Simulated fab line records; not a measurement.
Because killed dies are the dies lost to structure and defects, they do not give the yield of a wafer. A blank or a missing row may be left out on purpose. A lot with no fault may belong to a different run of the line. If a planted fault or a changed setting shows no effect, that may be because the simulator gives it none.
Comparing a struck lot with a sound one || flow n5Finfet || 36 out of 1938 route steps
Sound: the wafers L860.1, L860.4, L860.6. Wafers struck: L871.1, L871.2, L871.6. The cause comes at the end.
At each step with rows: each side's tool, then ch and its chambers, then its first start. Under that, the readings that differ: sound wafers || struck wafers || difference of the means || sigmas: that difference in standard deviations of wafers without a fault.
alike: readings with means less than 2 such deviations apart, plus words and numbers identical on both sides. not compared: withheld readings, readings lacking a value on some wafer, bounds such as >300 that could conceal the same value, and numbers that have no deviation in the record and whose values overlap.
A row with sigmas, a row that says differs or no value, or rows on one side alone: a step with any of these is where the two part. When numbers do not overlap yet have no deviation, they are printed without sigmas and do not part them. Lack of a reading on every wafer of one side parts them only where that side has two or more wafers.

first, 10 steps without rows for these wafers: N5_PMOS_HMC_CHANNEL_EPI_DESCUM_14 (chemistry O2, time 7.9 s); N5_PMOS_HMC_CHANNEL_EPI_ETCH_32 (etches BARC in N2/H2, stops on SiO2, target depth 85.8 nm, time 50.3 s); N5_PMOS_HMC_CHANNEL_EPI_HM_OPEN_15 (chemistry CHF3/O2, target SiO2, target depth 40.6 nm, time 20.3 s); N5_PMOS_HMC_CHANNEL_EPI_STRIP_33 (strips in N2/H2); N5_PMOS_HMC_CHANNEL_EPI_STRIP_17 (strips in SPM, time 750 s); N5_PMOS_HMC_CHANNEL_EPI_ETCH_38 (etches SiO2 in CF4, target depth 1.5 nm); N5_PMOS_HMC_CHANNEL_EPI_FIN_RECESS_16 (chemistry HBr/Cl2, target Si, target depth 54 nm, time 18 s); N5_PMOS_HMC_CHANNEL_EPI_PRECLEAN_36 (cleans in O3/DIW, time 45 s); N5_PMOS_HMC_CHANNEL_EPI_PRECLEAN_18 (cleans in DHF, time 30 s); N5_PMOS_HMC_CHANNEL_EPI_SRD_19 (time 30 s).
N5_PMOS_HMC_CHANNEL_EPI_EPI_20: deposits SiGe30, target thk 59 nm.
  sound on epiRpcvd-01 ch 0, day 1 23:52; struck on epiRpcvd-01 ch 0, day 4 18:38
then, 24 steps without rows for these wafers: N5_PMOS_HMC_CHANNEL_EPI_HM_STRIP_35 (strips SiO2 in dHF, material SiO2, target depth 39.6 nm, time 216 s); N5_PMOS_HMC_CHANNEL_EPI_SRD_39 (time 30 s); N5_PMOS_HMC_CHANNEL_EPI_CMP_21 (polishes SiGe30, target thk 54 nm); N5_PMOS_HMC_CHANNEL_EPI_PRECLEAN_40 (cleans in DHF, time 30 s); N5_PMOS_HMC_CHANNEL_EPI_PRECLEAN_37 (cleans in O3/DIW, time 45 s); N5_PMOS_HMC_CHANNEL_EPI_PRECLEAN_24 (cleans in DHF, time 30 s); N5_PMOS_HMC_CHANNEL_EPI_SRD_25 (time 30 s); N5_PMOS_HMC_CHANNEL_EPI_EPI_26 (deposits Si from SiH4/H2, target thk 3.8 nm, time 22.7 s); N5_FIN_SAQP_PRECLEAN_42 (cleans in O3/DIW, time 60 s); N5_FIN_SAQP_PRECLEAN_00 (cleans in SC1, time 60 s); N5_FIN_SAQP_PRECLEAN_44 (cleans in SC2, time 45 s); N5_FIN_SAQP_SRD_01 (time 30 s); N5_FIN_SAQP_ALD_61 (deposits SiO2, target thk 4 nm, pulse time 1 s, purge time 2 s); N5_FIN_SAQP_DENSIFY_62 (time 60 s); N5_FIN_SAQP_HM_DEP_03 (deposits SiNx from SiH4/NH3/N2, target thk 38 nm, time 33.6 s); N5_FIN_SAQP_PECVD_47 (deposits a-Si from SiH4/He, target thk 45 nm, time 36.3 s); N5_FIN_SAQP_PECVD_48 (deposits SiNx from SiH4/NH3/N2, target thk 25 nm, time 22.1 s); N5_FIN_SAQP_PECVD_06 (deposits a-Si from SiH4/He, target thk 60 nm, time 48.1 s); N5_FIN_SAQP_HM_DEP_72 (deposits SiO2 from SiH4/N2O, target thk 12 nm, time 7.2 s); N5_FIN_SAQP_COAT_49 (time 60 s, resist thk 100 nm); N5_FIN_SAQP_COAT_50 (time 60 s, resist thk 35 nm); N5_FIN_SAQP_COAT_10 (resist thk 90 nm); N5_FIN_SAQP_EBR_12; N5_FIN_SAQP_SOFTBAKE_11 (time 60 s).
-- record jumps: 11 days separate the struck wafers' starts on either side; left off in module FIN_SAQP, taken up again in module PASSIVATION, whose first shown step is the route's number 1936 --
N5_PASSIVATION_PROBE_49:
  rows exist in the record for the struck wafers here (prober-02, day 15 10:51), but not for the sound ones

== WHERE THEY PART ==
At N5_PASSIVATION_PROBE_49 and nowhere else, as far as this record goes.

WHY: what had been put in by the simulator
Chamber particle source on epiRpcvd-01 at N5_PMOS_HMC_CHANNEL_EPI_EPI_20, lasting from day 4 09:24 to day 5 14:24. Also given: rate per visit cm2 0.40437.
